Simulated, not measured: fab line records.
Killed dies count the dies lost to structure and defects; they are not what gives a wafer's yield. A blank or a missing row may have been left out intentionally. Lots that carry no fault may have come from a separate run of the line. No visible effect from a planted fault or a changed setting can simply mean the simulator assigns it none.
Which tool was responsible? + flow n5_finfet + Sampling: 24 lots, 72 wafers, 5 of 1938 route steps

== WHAT THE GAUGES SHOWED, per wafer ==
N5_FIN_SAQP_INSPECT_40: inspects for defects (brightfield). Usual: raw_defect_count 222, standard deviation 60.
| lot  | measured    | on                | raw_defect_count | flag |
|------|-------------|-------------------|------------------|------|
| L074 | day 2 01:56 | defect_inspect-01 | 275 247 223      |      |
| L075 | day 2 09:13 | defect_inspect-01 | 164 242 151      |      |
| L076 | day 2 14:32 | defect_inspect-02 | 396 391 311      |      |
| L077 | day 2 21:01 | defect_inspect-01 | 196 128 164      |      |
| L078 | day 3 04:19 | defect_inspect-01 | 252 194 157      |      |
| L079 | day 3 07:48 | defect_inspect-01 | 234 192 156      |      |
| L080 | day 3 15:10 | defect_inspect-01 | 143 262 192      |      |
| L081 | day 3 20:31 | defect_inspect-01 | 126 133 170      |      |
| L082 | day 4 02:50 | defect_inspect-01 | 163 187 210      |      |
| L083 | day 4 08:38 | defect_inspect-02 | 199 227 163      |      |
| L084 | day 4 14:22 | defect_inspect-02 | 227 186 241      |      |
| L085 | day 4 20:20 | defect_inspect-02 | 189 184 259      |      |
| L086 | day 5 05:51 | defect_inspect-02 | 314 192 174      |      |
| L087 | day 5 12:38 | defect_inspect-02 | 230 191 204      |      |
| L088 | day 5 14:32 | defect_inspect-01 | 196 258 306      |      |
| L089 | day 5 20:04 | defect_inspect-01 | 187 207 110      |      |
| L090 | day 6 03:24 | defect_inspect-02 | 182 144 215      |      |
| L091 | day 6 09:00 | defect_inspect-01 | 236 227 183      |      |
| L092 | day 6 14:41 | defect_inspect-01 | 286 202 233      |      |
| L093 | day 6 19:43 | defect_inspect-01 | 277 271 204      |      |
| L094 | day 7 02:38 | defect_inspect-01 | 239 174 228      |      |
| L095 | day 7 08:45 | defect_inspect-01 | 181 181 218      |      |
| L096 | day 7 15:29 | defect_inspect-02 | 180 297 172      |      |
| L097 | day 7 23:17 | defect_inspect-02 | 234 253 224      |      |

N5_FIN_CUT_CD_MEAS_08: the cd target is 29.1 nm. Usual: cd_nm 29.04 nm, standard deviation 0.24.
| lot  | measured    | on        | cd_nm (nm)        | flag |
|------|-------------|-----------|-------------------|------|
| L074 | day 2 02:22 | cd_sem-03 | 28.79 28.98 29.06 |      |
| L075 | day 2 09:32 | cd_sem-02 | 29.33 29.05 29.21 |      |
| L076 | day 2 14:58 | cd_sem-03 | 29.01 28.93 29.10 |      |
| L077 | day 2 21:27 | cd_sem-02 | 29.13 29.46 29.13 |      |
| L078 | day 3 04:44 | cd_sem-02 | 28.85 29.21 29.40 |      |
| L079 | day 3 08:06 | cd_sem-03 | 29.12 29.62 29.27 |      |
| L080 | day 3 15:28 | cd_sem-03 | 28.89 29.44 29.43 |      |
| L081 | day 3 20:56 | cd_sem-03 | 28.88 29.01 28.86 |      |
| L082 | day 4 03:16 | cd_sem-01 | 29.52 29.14 28.96 |      |
| L083 | day 4 08:56 | cd_sem-03 | 29.21 29.21 28.80 |      |
| L084 | day 4 14:48 | cd_sem-03 | 29.13 29.03 29.01 |      |
| L085 | day 4 20:46 | cd_sem-01 | 29.29 28.68 29.31 |      |
| L086 | day 5 06:10 | cd_sem-03 | 28.77 28.99 28.89 |      |
| L087 | day 5 13:04 | cd_sem-03 | 28.68 28.81 29.11 |      |
| L088 | day 5 14:50 | cd_sem-03 | 28.63 29.12 29.00 |      |
| L089 | day 5 20:22 | cd_sem-02 | 29.19 28.92 28.82 |      |
| L090 | day 6 03:51 | cd_sem-02 | 29.37 29.22 29.37 |      |
| L091 | day 6 09:18 | cd_sem-01 | 28.72 28.96 28.96 |      |
| L092 | day 6 14:59 | cd_sem-01 | 28.66 28.86 29.31 |      |
| L093 | day 6 20:01 | cd_sem-03 | 29.18 28.59 28.93 |      |
| L094 | day 7 02:56 | cd_sem-03 | 28.86 28.92 29.17 |      |
| L095 | day 7 09:04 | cd_sem-02 | 28.65 29.18 28.84 |      |
| L096 | day 7 15:47 | cd_sem-01 | 28.67 28.80 29.01 |      |
| L097 | day 7 23:42 | cd_sem-02 | 28.83 29.36 28.81 |      |

== TOOL THAT RAN EACH LOT (tool first, then ch and the chambers of the sampled wafers, then the start) ==
| lot  | N5_FIN_SAQP_MANDREL_ETCH_58     | N5_FIN_SAQP_ETCH_34               | N5_FIN_SAQP_HM_CD_35   |
|------|---------------------------------|-----------------------------------|------------------------|
| L074 | rie_si-04 ch 1,2,3, day 1 23:53 | rie_diel-03 ch 1,2,3, day 2 01:28 | cd_sem-03, day 2 01:37 |
| L075 | rie_si-04 ch 1,2,3, day 2 06:15 | rie_diel-05 ch 0,2,3, day 2 08:46 | cd_sem-01, day 2 08:55 |
| L076 | rie_si-03 ch 1,2,3, day 2 12:20 | rie_diel-04 ch 0,1,2, day 2 14:04 | cd_sem-02, day 2 14:13 |
| L077 | rie_si-03 ch 1,3, day 2 18:41   | rie_diel-04 ch 0,2,3, day 2 20:34 | cd_sem-01, day 2 20:43 |
| L078 | rie_si-04 ch 0,1, day 3 02:13   | rie_diel-05 ch 2,3, day 3 03:50   | cd_sem-02, day 3 03:59 |
| L079 | rie_si-04 ch 0,1,3, day 3 05:44 | rie_diel-05 ch 0,3, day 3 07:20   | cd_sem-01, day 3 07:29 |
| L080 | rie_si-03 ch 1,2,3, day 3 13:07 | rie_diel-03 ch 0,1,2, day 3 14:42 | cd_sem-01, day 3 14:50 |
| L081 | rie_si-06 ch 0,2, day 3 18:31   | rie_diel-03 ch 0,3, day 3 20:03   | cd_sem-01, day 3 20:12 |
| L082 | rie_si-04 ch 0,1, day 4 00:53   | rie_diel-05 ch 1,2,3, day 4 02:22 | cd_sem-03, day 4 02:31 |
| L083 | rie_si-06 ch 0,1, day 4 06:40   | rie_diel-03 ch 0,1,2, day 4 08:09 | cd_sem-03, day 4 08:18 |
| L084 | rie_si-03 ch 0,1,3, day 4 12:03 | rie_diel-04 ch 1,2, day 4 13:54   | cd_sem-01, day 4 14:04 |
| L085 | rie_si-04 ch 0,1,3, day 4 17:41 | rie_diel-03 ch 0,1,2, day 4 19:52 | cd_sem-01, day 4 20:01 |
| L086 | rie_si-06 ch 1,3, day 5 02:34   | rie_diel-05 ch 0,3, day 5 05:23   | cd_sem-02, day 5 05:32 |
| L087 | rie_si-06 ch 0,1,2, day 5 09:57 | rie_diel-04 ch 1,3, day 5 12:10   | cd_sem-03, day 5 12:19 |
| L088 | rie_si-04 ch 0,1,3, day 5 12:09 | rie_diel-04 ch 0,1,3, day 5 14:04 | cd_sem-02, day 5 14:13 |
| L089 | rie_si-04 ch 0,3, day 5 18:01   | rie_diel-05 ch 0,2,3, day 5 19:36 | cd_sem-02, day 5 19:44 |
| L090 | rie_si-03 ch 0,1, day 5 23:57   | rie_diel-03 ch 0,1,2, day 6 02:56 | cd_sem-02, day 6 03:05 |
| L091 | rie_si-04 ch 0,3, day 6 06:56   | rie_diel-05 ch 2,3, day 6 08:32   | cd_sem-01, day 6 08:41 |
| L092 | rie_si-06 ch 2,3, day 6 12:07   | rie_diel-05 ch 1,3, day 6 14:13   | cd_sem-02, day 6 14:22 |
| L093 | rie_si-06 ch 0,1,3, day 6 17:46 | rie_diel-04 ch 1,2,3, day 6 19:14 | cd_sem-01, day 6 19:23 |
| L094 | rie_si-03 ch 0,2,3, day 7 00:35 | rie_diel-04 ch 0,1,2, day 7 02:10 | cd_sem-03, day 7 02:19 |
| L095 | rie_si-04 ch 0,1,3, day 7 06:20 | rie_diel-04 ch 0,2,3, day 7 08:17 | cd_sem-01, day 7 08:26 |
| L096 | rie_si-04 ch 1,2,3, day 7 13:09 | rie_diel-04 ch 1,2,3, day 7 15:01 | cd_sem-02, day 7 15:10 |
| L097 | rie_si-03 ch 0,1,2, day 7 21:16 | rie_diel-04 ch 1,2, day 7 22:49   | cd_sem-03, day 7 22:58 |
- N5_FIN_SAQP_MANDREL_ETCH_58: etches a-Si in HBr/Cl2, stops on SiNx, target depth 45 nm, bt time 10 s, time 27 s.
- N5_FIN_SAQP_ETCH_34: etches SiO2 in C4F6/O2, target depth 45 nm, time 15 s.
- N5_FIN_SAQP_HM_CD_35: target cd 8 nm.

== WHAT THE TOOLS THEMSELVES READ (means of the sampled wafers that have a number; where no wafer has one, the mark that the record gives instead) ==
N5_FIN_SAQP_MANDREL_ETCH_58. Usual: chamber_pressure_mTorr 10.000 mTorr, standard deviation 0.0085; drypump_motor_current_A 5.7 A, standard deviation 0.61; oes_product_au 0.696 a.u., standard deviation 0.012; throttle_valve_pct 35.5 %, standard deviation 0.44.
| lot  | tool      | chamber_pressure_mTorr (mTorr) | drypump_motor_current_A (A) | oes_product_au (a.u.) | throttle_valve_pct (%) | flag |
|------|-----------|--------------------------------|-----------------------------|-----------------------|------------------------|------|
| L074 | rie_si-04 | 9.999                          | 5.5                         | 0.690                 | 35.4                   |      |
| L075 | rie_si-04 | 10.000                         | 5.5                         | 0.691                 | 35.4                   |      |
| L076 | rie_si-03 | 10.008                         | 6.4                         | 0.700                 | 35.4                   |      |
| L077 | rie_si-03 | 9.996                          | 6.4                         | 0.702                 | 35.4                   |      |
| L078 | rie_si-04 | 9.998                          | 5.0                         | 0.698                 | 35.6                   |      |
| L079 | rie_si-04 | 9.994                          | 5.3                         | 0.699                 | 35.5                   |      |
| L080 | rie_si-03 | 10.001                         | 6.4                         | 0.694                 | 35.4                   |      |
| L081 | rie_si-06 | 10.008                         | 5.9                         | 0.693                 | 36.0                   |      |
| L082 | rie_si-04 | 9.998                          | 4.8                         | 0.684                 | 35.9                   |      |
| L083 | rie_si-06 | 10.002                         | 5.4                         | 0.709                 | 35.9                   |      |
| L084 | rie_si-03 | 9.999                          | 5.9                         | 0.705                 | 35.5                   |      |
| L085 | rie_si-04 | 9.999                          | 5.3                         | 0.691                 | 35.6                   |      |
| L086 | rie_si-06 | 9.998                          | 5.6                         | 0.694                 | 35.8                   |      |
| L087 | rie_si-06 | 10.002                         | 5.7                         | 0.694                 | 35.7                   |      |
| L088 | rie_si-04 | 10.001                         | 5.3                         | 0.694                 | 35.6                   |      |
| L089 | rie_si-04 | 10.008                         | 5.8                         | 0.693                 | 35.2                   |      |
| L090 | rie_si-03 | 9.998                          | 5.9                         | 0.711                 | 35.4                   |      |
| L091 | rie_si-04 | 10.007                         | 5.5                         | 0.690                 | 35.3                   |      |
| L092 | rie_si-06 | 9.995                          | 6.2                         | 0.689                 | 35.1                   |      |
| L093 | rie_si-06 | 9.998                          | 5.7                         | 0.695                 | 35.5                   |      |
| L094 | rie_si-03 | 10.011                         | 6.0                         | 0.707                 | 35.6                   |      |
| L095 | rie_si-04 | 10.002                         | 5.3                         | 0.686                 | 35.6                   |      |
| L096 | rie_si-04 | 10.001                         | 5.5                         | 0.686                 | 35.4                   |      |
| L097 | rie_si-03 | 10.006                         | 5.9                         | 0.705                 | 35.6                   |      |

N5_FIN_SAQP_ETCH_34. Usual: chamber_pressure_mTorr 30.000 mTorr (standard deviation 0.028); drypump_motor_current_A 5.7 A (standard deviation 0.49); etch_rf_on_time_s 15.0 s (standard deviation 0.48); oes_product_au 0.65 a.u. (standard deviation 0.077); rf_vpp_V 669 V (standard deviation 19); showerhead_plenum_p_Torr 2.80 Torr (standard deviation 0.11); throttle_valve_pct 21.09 % (standard deviation 0.21).
| lot  | tool        | chamber_pressure_mTorr (mTorr) | drypump_motor_current_A (A) | etch_rf_on_time_s (s) | oes_product_au (a.u.) | rf_vpp_V (V) | showerhead_plenum_p_Torr (Torr) | throttle_valve_pct (%) | flag |
|------|-------------|--------------------------------|-----------------------------|-----------------------|-----------------------|--------------|---------------------------------|------------------------|------|
| L074 | rie_diel-03 | 29.979                         | 5.5                         | 14.6                  | 0.69                  | 668          | 2.80                            | 21.14                  |      |
| L075 | rie_diel-05 | 29.995                         | 6.0                         | 14.8                  | 0.68                  | 671          | 2.85                            | 20.90                  |      |
| L076 | rie_diel-04 | 30.022                         | 5.5                         | 15.2                  | 0.63                  | 661          | 2.79                            | 21.10                  |      |
| L077 | rie_diel-04 | 30.011                         | 5.6                         | 14.6                  | 0.63                  | 653          | 2.79                            | 21.10                  |      |
| L078 | rie_diel-05 | 30.037                         | 6.0                         | 14.6                  | 0.73                  | 671          | 2.93                            | 20.88                  |      |
| L079 | rie_diel-05 | 29.987                         | 5.9                         | 14.9                  | 0.69                  | 671          | 2.94                            | 20.95                  |      |
| L080 | rie_diel-03 | 29.988                         | 5.6                         | 14.7                  | 0.76                  | 670          | 2.87                            | 21.13                  |      |
| L081 | rie_diel-03 | 29.979                         | 5.5                         | 14.7                  | 0.78                  | 667          | 2.97                            | 20.88                  |      |
| L082 | rie_diel-05 | 29.990                         | 6.3                         | 15.1                  | 0.66                  | 682          | 2.81                            | 20.96                  |      |
| L083 | rie_diel-03 | 29.995                         | 5.6                         | 14.6                  | 0.74                  | 670          | 2.87                            | 21.13                  |      |
| L084 | rie_diel-04 | 29.997                         | 5.8                         | 15.6                  | 0.62                  | 654          | 2.73                            | 21.28                  |      |
| L085 | rie_diel-03 | 29.992                         | 5.6                         | 14.6                  | 0.73                  | 669          | 2.87                            | 21.13                  |      |
| L086 | rie_diel-05 | 29.982                         | 5.9                         | 14.8                  | 0.68                  | 670          | 2.93                            | 20.97                  |      |
| L087 | rie_diel-04 | 29.985                         | 5.0                         | 15.2                  | 0.62                  | 685          | 2.73                            | 21.20                  |      |
| L088 | rie_diel-04 | 29.994                         | 5.2                         | 15.1                  | 0.61                  | 671          | 2.79                            | 21.08                  |      |
| L089 | rie_diel-05 | 30.020                         | 6.0                         | 15.0                  | 0.65                  | 671          | 2.84                            | 20.95                  |      |
| L090 | rie_diel-03 | 30.004                         | 5.6                         | 14.5                  | 0.72                  | 669          | 2.86                            | 21.15                  |      |
| L091 | rie_diel-05 | 30.019                         | 6.1                         | 14.7                  | 0.70                  | 669          | 2.92                            | 20.93                  |      |
| L092 | rie_diel-05 | 30.010                         | 6.3                         | 15.1                  | 0.62                  | 693          | 2.78                            | 21.09                  |      |
| L093 | rie_diel-04 | 29.952                         | 5.5                         | 15.5                  | 0.60                  | 665          | 2.72                            | 21.25                  |      |
| L094 | rie_diel-04 | 30.008                         | 5.5                         | 15.2                  | 0.70                  | 662          | 2.78                            | 21.04                  |      |
| L095 | rie_diel-04 | 30.002                         | 5.6                         | 14.7                  | 0.70                  | 652          | 2.77                            | 21.05                  |      |
| L096 | rie_diel-04 | 30.001                         | 5.5                         | 15.5                  | 0.60                  | 665          | 2.71                            | 21.27                  |      |
| L097 | rie_diel-04 | 29.981                         | 5.3                         | 15.7                  | 0.60                  | 674          | 2.72                            | 21.26                  |      |

N5_FIN_SAQP_HM_CD_35. Usual: cd_nm 8.13 nm, standard deviation 0.26.
| lot  | tool      | cd_nm (nm) | flag |
|------|-----------|------------|------|
| L074 | cd_sem-03 | 8.32       |      |
| L075 | cd_sem-01 | 8.17       |      |
| L076 | cd_sem-02 | 8.34       |      |
| L077 | cd_sem-01 | 8.29       |      |
| L078 | cd_sem-02 | 8.11       |      |
| L079 | cd_sem-01 | 8.37       |      |
| L080 | cd_sem-01 | 8.23       |      |
| L081 | cd_sem-01 | 8.11       |      |
| L082 | cd_sem-03 | 8.16       |      |
| L083 | cd_sem-03 | 8.14       |      |
| L084 | cd_sem-01 | 8.28       |      |
| L085 | cd_sem-01 | 8.10       |      |
| L086 | cd_sem-02 | 7.96       |      |
| L087 | cd_sem-03 | 8.18       |      |
| L088 | cd_sem-02 | 7.98       |      |
| L089 | cd_sem-02 | 8.21       |      |
| L090 | cd_sem-02 | 7.94       |      |
| L091 | cd_sem-01 | 8.02       |      |
| L092 | cd_sem-02 | 8.15       |      |
| L093 | cd_sem-01 | 7.91       |      |
| L094 | cd_sem-03 | 7.93       |      |
| L095 | cd_sem-01 | 8.20       |      |
| L096 | cd_sem-02 | 8.02       |      |
| L097 | cd_sem-03 | 8.17       |      |

== THE ANSWER, worked out from the rows above alone ==
Rule: lot off if the mean of its wafers having a number is beyond 3 standard deviations from the usual mean. A lot without any number at a reading at which 4 lots or more have one is off too. The other lots that the step has rows for count as sound. The gauges are gone through in route order, then the tools' own readings, and for those a lot's mean is taken as printed above. The first step at which some lot is off is used, and at that step the reading that is off furthest; a lot without a number counts as furthest.
Across all readings shown, no lot is off: no conclusion can be drawn from this.

== WHAT THE SIMULATOR HAD INSERTED ==
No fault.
